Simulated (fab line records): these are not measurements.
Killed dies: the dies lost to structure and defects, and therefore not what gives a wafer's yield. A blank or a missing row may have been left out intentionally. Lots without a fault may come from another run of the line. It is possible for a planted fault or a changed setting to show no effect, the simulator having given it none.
The tool behind it: which one? -- flow n5Finfet -- 24 lots with 72 wafers sampled at 4 steps, on a route of 1938 steps

## WHAT THE GAUGES READ, wafer by wafer
N5_BEOL_M6_CD_MEAS_11 targets a cd of 38.5 nm. Usual: cdNm reads 38.5 nm (standard deviation 0.38).
lot,measured,on,cdNm (nm),flag
L074,day 8 10:55,cdSem-02,38.3 38.4 38.0,
L075,day 9 00:01,cdSem-02,38.2 38.6 39.0,
L076,day 9 02:02,cdSem-01,38.3 38.2 37.6,
L077,day 9 10:07,cdSem-03,38.6 38.4 38.5,
L078,day 9 12:43,cdSem-02,38.4 38.2 37.8,
L079,day 9 19:09,cdSem-01,38.1 37.7 38.2,
L080,day 10 03:32,cdSem-02,38.6 38.5 38.6,
L082,day 10 11:45,cdSem-01,39.2 38.2 38.5,
L081,day 10 13:11,cdSem-03,38.1 38.9 38.6,
L083,day 10 14:16,cdSem-02,38.6 38.5 38.9,
L084,day 10 16:16,cdSem-03,38.3 39.1 39.2,
L085,day 11 08:05,cdSem-01,38.1 39.1 38.3,
L086,day 11 15:53,cdSem-03,39.0 38.4 39.2,
L088,day 11 18:47,cdSem-02,39.0 39.3 38.9,
L087,day 11 19:07,cdSem-01,38.6 38.4 38.0,
L089,day 12 14:34,cdSem-02,38.6 38.6 38.8,
L090,day 12 23:56,cdSem-02,38.5 38.7 38.0,
L091,day 13 00:02,cdSem-01,37.8 38.2 38.7,
L092,day 13 03:04,cdSem-01,37.6 38.4 38.2,
L093,day 13 03:13,cdSem-02,38.8 38.6 38.4,
L094,day 13 14:34,cdSem-02,38.5 39.0 38.7,
L095,day 13 17:49,cdSem-03,38.5 38.6 38.3,
L097,day 14 04:58,cdSem-01,38.5 38.6 38.8,
L096,day 14 08:17,cdSem-01,37.8 38.3 37.6,

## EACH LOT AND THE TOOL THAT RAN IT (in order: tool; ch and the chambers of the sampled wafers; start)
lot,N5_BEOL_M5_PRE_CLEAN_45,N5_BEOL_M5_ANNEAL_49,N5_BEOL_M5_SPUTTER_81
L074,"pvdSputter-01, day 8 00:41","pvdSputter-02, day 8 01:41","pvdSputter-02, day 8 02:42"
L075,"pvdSputter-03, day 8 15:21","pvdSputter-01, day 8 17:02","pvdSputter-01, day 8 18:02"
L076,"pvdSputter-03, day 8 17:55","pvdSputter-02, day 8 18:50","pvdSputter-02, day 8 19:50"
L077,"pvdSputter-02, day 9 02:13","pvdSputter-03, day 9 03:16","pvdSputter-03, day 9 04:17"
L078,"pvdSputter-01, day 9 04:10","pvdSputter-01, day 9 05:00","pvdSputter-01, day 9 06:01"
L079,"pvdSputter-01, day 9 11:52","pvdSputter-02, day 9 12:34","pvdSputter-02, day 9 13:34"
L080,"pvdSputter-01, day 9 18:17","pvdSputter-02, day 9 19:08","pvdSputter-02, day 9 20:08"
L082,"pvdSputter-03, day 10 03:47","pvdSputter-02, day 10 04:22","pvdSputter-02, day 10 05:22"
L081,"pvdSputter-01, day 10 05:50","pvdSputter-01, day 10 06:25","pvdSputter-01, day 10 07:26"
L083,"pvdSputter-03, day 10 06:56","pvdSputter-03, day 10 07:47","pvdSputter-03, day 10 08:47"
L084,"pvdSputter-03, day 10 07:26","pvdSputter-02, day 10 09:14","pvdSputter-02, day 10 10:14"
L085,"pvdSputter-03, day 10 23:50","pvdSputter-02, day 11 00:32","pvdSputter-02, day 11 01:32"
L086,"pvdSputter-01, day 11 08:10","pvdSputter-03, day 11 08:59","pvdSputter-03, day 11 09:59"
L088,"pvdSputter-02, day 11 09:54","pvdSputter-02, day 11 10:36","pvdSputter-02, day 11 11:36"
L087,"pvdSputter-02, day 11 10:24","pvdSputter-01, day 11 11:20","pvdSputter-01, day 11 12:20"
L089,"pvdSputter-02, day 12 05:41","pvdSputter-02, day 12 06:29","pvdSputter-02, day 12 07:29"
L090,"pvdSputter-03, day 12 14:19","pvdSputter-01, day 12 14:54","pvdSputter-01, day 12 15:54"
L091,"pvdSputter-02, day 12 14:30","pvdSputter-02, day 12 15:10","pvdSputter-02, day 12 16:11"
L092,"pvdSputter-03, day 12 18:10","pvdSputter-03, day 12 19:04","pvdSputter-03, day 12 20:05"
L093,"pvdSputter-03, day 12 18:15","pvdSputter-01, day 12 19:24","pvdSputter-01, day 12 20:25"
L094,"pvdSputter-01, day 13 05:18","pvdSputter-03, day 13 06:02","pvdSputter-03, day 13 07:02"
L095,"pvdSputter-01, day 13 08:11","pvdSputter-01, day 13 08:53","pvdSputter-01, day 13 09:54"
L097,"pvdSputter-03, day 13 21:07","pvdSputter-02, day 13 22:01","pvdSputter-02, day 13 23:01"
L096,"pvdSputter-01, day 13 21:31","pvdSputter-03, day 13 23:43","pvdSputter-03, day 14 00:43"
- N5_BEOL_M5_PRE_CLEAN_45: time 30 s.
- N5_BEOL_M5_ANNEAL_49: time 1800 s.
- N5_BEOL_M5_SPUTTER_81: material Cu, target thk 15 nm, time 27.62 s.

## WHAT THE TOOLS THEMSELVES READ (means of the sampled wafers that have a number; where no wafer has one, the mark that the record gives instead)
N5_BEOL_M5_PRE_CLEAN_45. Usual: heaterPowerW reads 315 W (standard deviation 15).
lot,tool,heaterPowerW (W),flag
L074,pvdSputter-01,313,
L075,pvdSputter-03,322,
L076,pvdSputter-03,323,
L077,pvdSputter-02,300,
L078,pvdSputter-01,318,
L079,pvdSputter-01,316,
L080,pvdSputter-01,314,
L082,pvdSputter-03,331,
L081,pvdSputter-01,309,
L083,pvdSputter-03,327,
L084,pvdSputter-03,317,
L085,pvdSputter-03,323,
L086,pvdSputter-01,316,
L088,pvdSputter-02,312,
L087,pvdSputter-02,301,
L089,pvdSputter-02,323,
L090,pvdSputter-03,311,
L091,pvdSputter-02,308,
L092,pvdSputter-03,309,
L093,pvdSputter-03,305,
L094,pvdSputter-01,312,
L095,pvdSputter-01,307,
L097,pvdSputter-03,321,
L096,pvdSputter-01,319,

N5_BEOL_M5_ANNEAL_49. Usual: heaterPowerW reads 783 W (standard deviation 45).
lot,tool,heaterPowerW (W),flag
L074,pvdSputter-02,769,
L075,pvdSputter-01,784,
L076,pvdSputter-02,753,
L077,pvdSputter-03,762,
L078,pvdSputter-01,796,
L079,pvdSputter-02,760,
L080,pvdSputter-02,797,
L082,pvdSputter-02,811,
L081,pvdSputter-01,795,
L083,pvdSputter-03,771,
L084,pvdSputter-02,758,
L085,pvdSputter-02,788,
L086,pvdSputter-03,774,
L088,pvdSputter-02,761,
L087,pvdSputter-01,795,
L089,pvdSputter-02,827,
L090,pvdSputter-01,778,
L091,pvdSputter-02,713,
L092,pvdSputter-03,816,
L093,pvdSputter-01,793,
L094,pvdSputter-03,792,
L095,pvdSputter-01,787,
L097,pvdSputter-02,790,
L096,pvdSputter-03,797,

N5_BEOL_M5_SPUTTER_81. Usual: substrateTempC -20.00 C, standard deviation 0.099; throttleValvePct 29.5 %, standard deviation 0.83.
lot,tool,substrateTempC (C),throttleValvePct (%),flag
L074,pvdSputter-02,-19.99,29.2,
L075,pvdSputter-01,-19.91,29.8,
L076,pvdSputter-02,-20.09,29.5,
L077,pvdSputter-03,-20.07,29.9,
L078,pvdSputter-01,-20.01,30.6,
L079,pvdSputter-02,-19.97,29.4,
L080,pvdSputter-02,-20.01,29.3,
L082,pvdSputter-02,-20.10,29.2,
L081,pvdSputter-01,-20.03,29.9,
L083,pvdSputter-03,-20.05,29.5,
L084,pvdSputter-02,-19.97,29.4,
L085,pvdSputter-02,-20.08,29.7,
L086,pvdSputter-03,-19.92,29.6,
L088,pvdSputter-02,-19.95,29.2,
L087,pvdSputter-01,-20.02,29.7,
L089,pvdSputter-02,-19.99,29.5,
L090,pvdSputter-01,-19.92,29.3,
L091,pvdSputter-02,-20.03,29.5,
L092,pvdSputter-03,-20.05,29.5,
L093,pvdSputter-01,-19.99,29.7,
L094,pvdSputter-03,-20.06,29.6,
L095,pvdSputter-01,-19.95,29.5,
L097,pvdSputter-02,-20.04,29.3,
L096,pvdSputter-03,-19.97,29.5,

## THE ANSWER, worked out from the rows above alone
Rule: a lot counts as off when the mean over its wafers that have a number is more than 3 standard deviations away from the usual mean. Also off: a lot with no number at a reading for which 4 or more lots have one. Any other lot the step has rows for is counted as sound. Order of review: gauges by route order, followed by the tools' own readings, for which a lot's mean as printed above is used. At the first step where some lot is off, the reading lying furthest off is the one used; lots without a number count as furthest.
Across all readings shown, no lot is off: no conclusion can be drawn from this.

## WHAT THE SIMULATOR HAD PUT IN
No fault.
